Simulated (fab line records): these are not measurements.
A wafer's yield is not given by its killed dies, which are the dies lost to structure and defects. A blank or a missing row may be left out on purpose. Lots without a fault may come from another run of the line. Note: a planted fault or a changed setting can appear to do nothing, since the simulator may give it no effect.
fab line records ; flow n5_finfet ; part 2 of 2: steps 16 to 16 of 16
record lots=7; wafers=21; last_day=18
route steps=1938 shown BEOL_M0_SAQP@688 BEOL_M0_CUTY@701 BEOL_M4@1111 PASSIVATION@1936
lots that met no fault: from a run of the same line without faults
start_h: start of the lot's first displayed wafer, in hours after the record's first day ; wait_h: how many hours have passed since the lot's step before this one ; " same as the row above ; L1.1+2: several wafers, shown together as one row ; - no value present, or no start provided ; * or withheld: withheld ; < > ~ a bound
route shown NAME@n: a module of which the file shows steps, and the number in the route of the first ; usual: mean/standard deviation taken from wafers without a fault ; same: alike in all rows ; chamber/n: place in a boat ; sites: each site's reading ; _std_site: the standard deviation of these ; _edge_site: mean of outer sites minus mean of inner sites ; radius_mm: how far each site lies from the wafer's centre ; mask NAME#n: copy n ; behind: the tool/chamber that last shaped the wafer ; hold: why the lot went on hold/how many hours it stayed there/how the hold came to an end ; device: whichever transistor did not switch (one of n, p or np) ; end of line: at the end of the route, the tests of the same wafers ; for a step that has no rows: nothing shown but its recipe ; killed: count of dies lost to structure and defects at first sort (not the wafer's yield) ; map: shows each die of a wafer: x if killed, . if not, _ if none is there
set.NAME: the setting the step ran with; set.NAME@STEP: the setting that earlier step ran with ; model.NAME: the simulator's own value behind a step, which no gauge read
certain route steps with their lots: each step a table, each wafer a row
services: the hour from which a tool's chamber was out of use, counted from the record's first day as start_h (under 0 if before that day), plus the number of hours and why
## steps
# step N5_PASSIVATION_PROBE_49
# usual defect_limited_yield=91.2/1.4; killed_at_M0_to_M3=34/11; killed_at_M4_up=14/6.3; killed_at_contacts=13/7.4; killed_at_front_end=38/11; killed_at_other=4.3/2.9; killed_dies=103/17; killed_open=68/12; killed_short=34/8; sort_bin_5_function=5.1/0.9; sort_bin_6_memory=3.3/0.66; sort_n_pass=1077/17; sort_yield_pct=91.2/1.4
# same gross_dies=1180; killed_at_back_side=0; sort_bin_4_leakage[%]=0; sort_bin_8_speed[%]=0
lot.wafer;tool;chamber;start_h;wait_h;defect_limited_yield[%];killed_at_M0_to_M3;killed_at_M4_up;killed_at_contacts;killed_at_front_end;killed_at_other;killed_dies;killed_open;killed_short;sort_bin_5_function[%];sort_bin_6_memory[%];sort_n_pass;sort_yield_pct[%]
L259.1;prober-01;-;313.26;0.0;92.6;20;7;17;34;9;87;51;36;4.1;3.1;1093;92.6
L259.2;prober-01;-;313.31;0.1;91.2;32;12;33;22;5;104;70;34;5.3;3.1;1076;91.2
L259.4;prober-01;-;313.41;0.2;89.8;40;19;23;31;7;120;73;47;5.7;4.0;1060;89.8
L267.1;prober-02;-;382.95;0.0;92.3;32;8;15;31;5;91;58;33;4.6;2.9;1089;92.3
L267.3;prober-02;-;383.05;0.1;93.3;24;13;13;22;7;79;48;26;4.5;1.9;1101;93.3
L267.4;prober-02;-;383.10;0.2;93.5;18;13;11;25;10;77;45;31;3.7;2.5;1103;93.5
L265.1;prober-01;-;384.31;0.0;90.2;26;18;32;31;9;116;71;42;5.6;4.0;1064;90.2
L265.2;prober-01;-;384.36;0.1;91.9;31;9;26;26;4;96;64;28;4.5;3.5;1084;91.9
L265.6;prober-01;-;384.56;0.3;91.9;35;14;24;19;4;96;65;28;4.5;3.5;1084;91.9
L270.2;prober-02;-;392.90;0.1;91.2;43;10;10;39;2;104;70;33;5.6;3.1;1076;91.2
L270.5;prober-02;-;393.05;0.2;91.4;24;15;7;44;11;101;59;42;4.4;3.6;1079;91.4
L270.6;prober-02;-;393.10;0.3;90.5;33;9;10;49;11;112;68;44;5.6;3.5;1068;90.5
L269.1;prober-01;-;397.68;0.0;92.1;30;14;0;45;4;93;60;29;4.4;2.9;1087;92.1
L269.5;prober-01;-;397.88;0.2;91.3;33;17;8;40;5;103;73;25;5.6;2.9;1077;91.3
L269.6;prober-01;-;397.93;0.3;93.8;19;11;4;36;3;73;38;30;3.3;2.4;1107;93.8
L268.1;prober-01;-;398.23;0.0;89.8;43;11;33;29;4;120;82;38;6.1;3.9;1060;89.8
L268.4;prober-01;-;398.38;0.2;89.7;44;21;25;27;4;121;69;52;5.3;4.6;1059;89.7
L268.5;prober-01;-;398.43;0.2;88.5;52;31;30;19;4;136;96;39;7.0;4.2;1044;88.5
L277.2;prober-01;-;439.99;0.1;90.8;39;13;11;41;5;109;68;38;5.3;3.3;1071;90.8
L277.4;prober-01;-;440.09;0.2;93.0;22;15;8;33;5;83;49;33;3.9;2.8;1097;93.0
L277.5;prober-01;-;440.14;0.2;91.7;30;12;7;42;7;98;59;39;5.3;2.9;1082;91.7
# killed by level:class
L259.1 MOL_CONTACT_COAG:geometric_particle:open=13 FIN_SAQP:geometric_particle:open=7 FIN_SAQP:geometric_particle:short=6 BEOL_M3:geometric_particle:open=5 PASS1_DEP:geometric_particle:open=5 MOL_CONTACT_COAG:geometric_particle:short=4 BEOL_M0_SAQP:geometric_particle:short=4 DUMMY_GATE:geometric_particle:open=3
L259.2 MOL_CONTACT_COAG:geometric_particle:open=28 FIN_SAQP:geometric_particle:open=8 BEOL_M0_SAQP:geometric_particle:short=7 BEOL_M0_SAQP:geometric_particle:open=6 BEOL_M3:geometric_particle:open=6 MOL_CONTACT_COAG:geometric_particle:short=5 BEOL_M1:geometric_particle:open=5 BEOL_M4:geometric_particle:short=5
L259.4 MOL_CONTACT_COAG:geometric_particle:open=18 BEOL_M1:geometric_particle:open=13 FIN_SAQP:geometric_particle:open=8 BEOL_M2:geometric_particle:open=8 BEOL_M2:geometric_particle:short=6 BEOL_M4:geometric_particle:open=6 FIN_SAQP:geometric_particle:short=5 MOL_CONTACT_COAG:geometric_particle:short=5
L267.1 MOL_CONTACT_COAG:geometric_particle:open=13 FIN_SAQP:geometric_particle:short=11 BEOL_M2:geometric_particle:open=11 BEOL_M0_SAQP:geometric_particle:short=7 BEOL_M0_SAQP:geometric_particle:open=6 MIM_TOP_ETCH:geometric_particle:open=5 STI_FIN_REVEAL:geometric_particle:open=4 FIN_SAQP:geometric_particle:open=3
L267.3 MOL_CONTACT_COAG:geometric_particle:open=10 BEOL_M4:geometric_particle:open=8 BEOL_M0_SAQP:geometric_particle:short=8 BEOL_M0_SAQP:geometric_particle:open=8 FIN_SAQP:geometric_particle:short=3 STI_FIN_REVEAL:geometric_particle:open=3 MOL_CONTACT_COAG:geometric_particle:short=3 BEOL_M3:geometric_particle:open=3
L267.4 MOL_CONTACT_COAG:geometric_particle:open=10 BEOL_M4:geometric_particle:open=8 BEOL_M0_SAQP:geometric_particle:short=5 FIN_SAQP:geometric_particle:short=4 ILD0:geometric_particle:short=3 GATE_CUT:geometric_particle:open=3 GATE_CUT:geometric_particle:short=3 BEOL_M1:geometric_particle:open=3
L265.1 MOL_CONTACT_COAG:geometric_particle:open=24 FIN_SAQP:geometric_particle:short=11 BEOL_M3:geometric_particle:open=10 FIN_SAQP:geometric_particle:open=8 MOL_CONTACT_COAG:geometric_particle:short=8 BEOL_M4:geometric_particle:open=6 BEOL_M1:geometric_particle:short=5 PASS1_CAP:geometric_particle:short=5
L265.2 MOL_CONTACT_COAG:geometric_particle:open=21 FIN_SAQP:geometric_particle:open=9 BEOL_M1:geometric_particle:open=9 BEOL_M0_SAQP:geometric_particle:short=7 BEOL_M3:geometric_particle:open=5 MOL_CONTACT_COAG:geometric_particle:short=5 BEOL_M0_SAQP:geometric_particle:open=5 FIN_SAQP:geometric_particle:short=4
L265.6 MOL_CONTACT_COAG:geometric_particle:open=18 BEOL_M1:geometric_particle:open=11 FIN_SAQP:geometric_particle:open=7 MOL_CONTACT_COAG:geometric_particle:short=6 FIN_SAQP:geometric_particle:short=5 BEOL_M1:geometric_particle:short=5 BEOL_M2:geometric_particle:open=5 BEOL_M0_SAQP:geometric_particle:open=4
L270.2 FIN_SAQP:geometric_particle:short=17 BEOL_M2:geometric_particle:open=11 BEOL_M0_SAQP:geometric_particle:open=10 FIN_SAQP:geometric_particle:open=9 MOL_CONTACT_COAG:geometric_particle:open=8 BEOL_M0_SAQP:geometric_particle:short=8 BEOL_M1:geometric_particle:open=6 DUMMY_GATE:geometric_particle:open=4
L270.5 FIN_SAQP:geometric_particle:short=14 FIN_SAQP:geometric_particle:open=8 BEOL_M0_SAQP:geometric_particle:open=7 BEOL_M2:geometric_particle:open=6 BEOL_M5:geometric_particle:open=5 DUMMY_GATE:geometric_particle:open=5 MOL_CONTACT_COAG:geometric_particle:open=5 BEOL_M0_SAQP:geometric_particle:short=5
L270.6 FIN_SAQP:geometric_particle:short=13 FIN_SAQP:geometric_particle:open=11 MOL_CONTACT_COAG:geometric_particle:open=8 BEOL_M2:geometric_particle:open=8 BEOL_M0_SAQP:geometric_particle:short=7 BEOL_M0_SAQP:geometric_particle:open=6 STARTING-WAFER:geometric_particle:short=5 BEOL_M1:geometric_particle:open=4
L269.1 STI_FIN_REVEAL:geometric_particle:open=20 FIN_SAQP:geometric_particle:short=10 BEOL_M3:geometric_particle:open=8 BEOL_M0:geometric_particle:open=7 BEOL_M0_SAQP:geometric_particle:open=6 BEOL_M0_SAQP:geometric_particle:short=5 FIN_SAQP:geometric_particle:open=4 BEOL_M4:geometric_particle:short=4
L269.5 STI_FIN_REVEAL:geometric_particle:open=17 BEOL_M0_SAQP:geometric_particle:open=12 BEOL_M1:geometric_particle:open=9 BEOL_M4:geometric_particle:open=7 MOL_CONTACT_COAG:geometric_particle:open=6 BEOL_M0_SAQP:geometric_particle:short=6 DUMMY_GATE:geometric_particle:open=4 FIN_SAQP:geometric_particle:short=3
L269.6 FIN_SAQP:geometric_particle:short=12 FIN_SAQP:geometric_particle:open=9 BEOL_M0_SAQP:geometric_particle:short=7 BEOL_M1:geometric_particle:open=6 STARTING-WAFER:geometric_particle:short=5 MOL_CONTACT_COAG:geometric_particle:open=4 STI_FIN_REVEAL:geometric_particle:open=3 DUMMY_GATE:geometric_particle:open=3
L268.1 MOL_CONTACT_COAG:geometric_particle:open=25 BEOL_M0_SAQP:geometric_particle:open=13 BEOL_M0_SAQP:geometric_particle:short=12 MOL_CONTACT_COAG:geometric_particle:short=8 FIN_SAQP:geometric_particle:open=6 BEOL_M1:geometric_particle:open=6 STI_FIN_REVEAL:geometric_particle:open=5 BEOL_M3:geometric_particle:open=5
L268.4 MOL_CONTACT_COAG:geometric_particle:open=18 BEOL_M0_SAQP:geometric_particle:short=16 BEOL_M0_SAQP:geometric_particle:open=16 GATE_CUT:geometric_particle:short=9 BEOL_M4:geometric_particle:short=8 MOL_CONTACT_COAG:geometric_particle:short=7 GATE_CUT:geometric_particle:open=5 BEOL_M5:geometric_particle:open=4
L268.5 MOL_CONTACT_COAG:geometric_particle:open=28 BEOL_M4:geometric_particle:open=21 BEOL_M0_SAQP:geometric_particle:open=13 BEOL_M0_SAQP:geometric_particle:short=10 BEOL_M3:geometric_particle:open=7 BEOL_M1:geometric_particle:open=6 BEOL_M2:geometric_particle:open=6 BEOL_M1:geometric_particle:short=5
L277.2 BEOL_M0_SAQP:geometric_particle:open=10 STI_FIN_REVEAL:geometric_particle:open=9 BEOL_M0_SAQP:geometric_particle:short=8 FIN_SAQP:geometric_particle:short=7 MOL_CONTACT_COAG:geometric_particle:open=7 BEOL_M4:geometric_particle:open=7 BEOL_M2:geometric_particle:short=7 DUMMY_GATE:geometric_particle:open=5
L277.4 FIN_SAQP:geometric_particle:short=9 STI_FIN_REVEAL:geometric_particle:open=8 BEOL_M0_SAQP:geometric_particle:open=8 BEOL_M0_SAQP:geometric_particle:short=6 MOL_CONTACT_COAG:geometric_particle:open=5 BEOL_M3:geometric_particle:open=5 STARTING-WAFER:geometric_particle:short=4 BEOL_M4:geometric_particle:open=4
L277.5 STI_FIN_REVEAL:geometric_particle:open=12 BEOL_M0_SAQP:geometric_particle:open=10 FIN_SAQP:geometric_particle:short=7 BEOL_M2:geometric_particle:short=7 STI_FIN_REVEAL:geometric_particle:short=6 MOL_CONTACT_COAG:geometric_particle:open=6 FIN_SAQP:geometric_particle:open=5 BEOL_M3:geometric_particle:open=5
## services
tool;chamber;start_h;hours;kind
ald_sin-04;-;127.12;2.8;pm
rie_diel-06;1;137.19;5.7;repair
rie_diel-01;-;159.20;4.3;pm
rie_diel-01;0;168.31;12.2;repair
rie_diel-05;0;174.08;11.0;repair
ald_sin-01;2;175.05;4.1;repair
rie_diel-05;2;176.32;5.8;repair
ald_sin-02;-;178.62;14.0;pm
ald_sin-02;0;178.62;14.0;vent_cycle
ald_sin-02;1;178.62;14.0;vent_cycle
ald_sin-02;2;178.62;14.0;vent_cycle
ald_sin-02;3;178.62;14.0;vent_cycle
ald_sin-02;0;192.62;-;clean
ald_sin-02;1;192.62;-;clean
ald_sin-02;2;192.62;-;clean
rie_diel-06;2;202.14;2.7;repair
rie_diel-06;1;212.35;3.7;repair
rie_diel-06;-;223.62;2.8;pm
ald_sin-04;0;235.96;-;calibration
rie_diel-01;2;246.10;-;clean
rie_diel-01;2;246.10;-;consumable_replace:focus_ring
rie_diel-01;2;246.10;-;consumable_replace:showerhead
rie_diel-01;2;246.10;17.9;scheduled_down
rie_diel-01;2;246.10;17.9;vent_cycle
